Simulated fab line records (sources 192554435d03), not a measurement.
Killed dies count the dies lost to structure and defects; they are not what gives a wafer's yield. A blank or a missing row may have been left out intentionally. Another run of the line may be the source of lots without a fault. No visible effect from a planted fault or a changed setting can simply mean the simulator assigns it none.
Split-lot trial -- flow n5Finfet -- on a route of 1938 steps: 7 lots, 39 wafers read

## SPLIT DETAILS
At N5_SD_EPI_N_ETCH_45 (etches SiOCN in CH3F/O2, target depth 6 nm), the setting targetDepthA was moved away from the recipe's 60 angstrom on 12 of the 39 wafers read, by -51.4% to +58.5%. All remaining wafers had this setting at the recipe value.

The split's own step is where the reading is taken.

## THE READING
etch.depthNm (the simulator's own value, which no gauge read), in nm, at N5_SD_EPI_N_ETCH_45 (etches SiOCN in CH3F/O2, target depth 6 nm). The file does not state a usual value for it. Average 6.032 nm, standard deviation 0.069 nm, over the 27 wafers here run with the recipe.

wafer,"tool, chamber at the split","targetDepthA as run, angstrom",against the recipe,"etch.depthNm, nm",against lot-mates on the recipe
L076.1,"rieDiel-06, 1",90.43,+50.7%,9.091,+3.120
L076.2,"rieDiel-06, 0",90.43,+50.7%,8.923,+2.952
L076.3,"rieDiel-06, 2",60,recipe,5.922,-
L076.4,"rieDiel-06, 3",60,recipe,5.971,-
L076.5,"rieDiel-06, 1",60,recipe,6.019,-
L076.6,"rieDiel-06, 2",90.43,+50.7%,8.932,+2.961
L084.1,"rieDiel-05, 3",60,recipe,6.048,-
L084.2,"rieDiel-05, 2",60,recipe,6.029,-
L084.3,"rieDiel-05, 1",60,recipe,6.034,-
L084.4,"rieDiel-05, 0",60,recipe,6.167,-
L084.5,"rieDiel-05, 0",60,recipe,6.169,-
L084.6,"rieDiel-05, 1",60,recipe,6.047,-
L083.1,"rieDiel-05, 1",60,recipe,6.031,-
L083.2,"rieDiel-05, 0",60,recipe,6.104,-
L083.3,"rieDiel-05, 3",29.14,-51.4%,2.943,-3.112
L083.4,"rieDiel-05, 2",29.14,-51.4%,2.93,-3.125
L083.5,"rieDiel-05, 0",29.14,-51.4%,2.994,-3.061
L083.6,"rieDiel-05, 3",60,recipe,6.03,-
L089.1,"rieDiel-02, 0",60,recipe,5.912,-
L089.2,"rieDiel-02, 1",60,recipe,5.942,-
L089.6,"rieDiel-02, 2",60,recipe,6.008,-
L092.1,"rieDiel-06, 2",60,recipe,6.055,-
L092.2,"rieDiel-06, 1",60,recipe,6.008,-
L092.3,"rieDiel-06, 0",60,recipe,6.086,-
L092.4,"rieDiel-06, 0",60,recipe,6.074,-
L092.5,"rieDiel-06, 2",60,recipe,6.098,-
L092.6,"rieDiel-06, 1",60,recipe,6.019,-
L093.1,"rieDiel-06, 0",60,recipe,5.993,-
L093.2,"rieDiel-06, 2",95.08,+58.5%,9.54,+3.585
L093.3,"rieDiel-06, 1",60,recipe,5.891,-
L093.4,"rieDiel-06, 2",95.08,+58.5%,9.468,+3.513
L093.5,"rieDiel-06, 1",60,recipe,5.982,-
L093.6,"rieDiel-06, 0",95.08,+58.5%,9.508,+3.553
L094.1,"rieDiel-06, 2",60,recipe,6.082,-
L094.2,"rieDiel-06, 0",60,recipe,6.132,-
L094.3,"rieDiel-06, 3",60,recipe,6.009,-
L094.4,"rieDiel-06, 1",36.25,-39.6%,3.581,-2.493
L094.5,"rieDiel-06, 3",36.25,-39.6%,3.63,-2.444
L094.6,"rieDiel-06, 2",36.25,-39.6%,3.698,-2.376

THE FIT
A straight line over all 39 wafers: etch.depthNm changes by +0.0594 nm for each +1% of targetDepthA; r = +1.00; the points scatter about the line by 0.069 nm.
The same after taking each lot's own level away (the mean of its wafers on the recipe; 39 wafers): +0.0604 nm for each +1%; r = +1.00; scatter 0.052 nm.
Per that fit: largest targetDepthA move, reading shift of 3.5 nm.
From 5.9540 to 6.0823 nm: that is the span of the lots' own levels, equal to 1.9 times the standard deviation above.
The two slopes agree, so the slope changes little with the lot-to-lot level.
Check: +3.52 nm against its lot-mates is what the line predicts for one of the wafers moved furthest among these (+58.5%) when that wafer is left out of the fit. It came out at +3.58 nm against them.

## OTHER SPLITS ON THESE WAFERS
Other splits were also applied to these wafers ahead of the reading. Each is held against what the fit with the lots' levels taken away leaves over:
other split on the same wafers,wafers away from the commonest value,r with etch.depthNm (lot level and that fit taken away)
N5_ZERO_LAYER_PECVD_02 timeS,12,-0.03
N5_FIN_SAQP_PECVD_06 timeS,15,+0.03

## THE FILE'S OWN FIT
etch.depthNm changes by +0.0604 nm for each +1% of targetDepthA, r = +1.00.
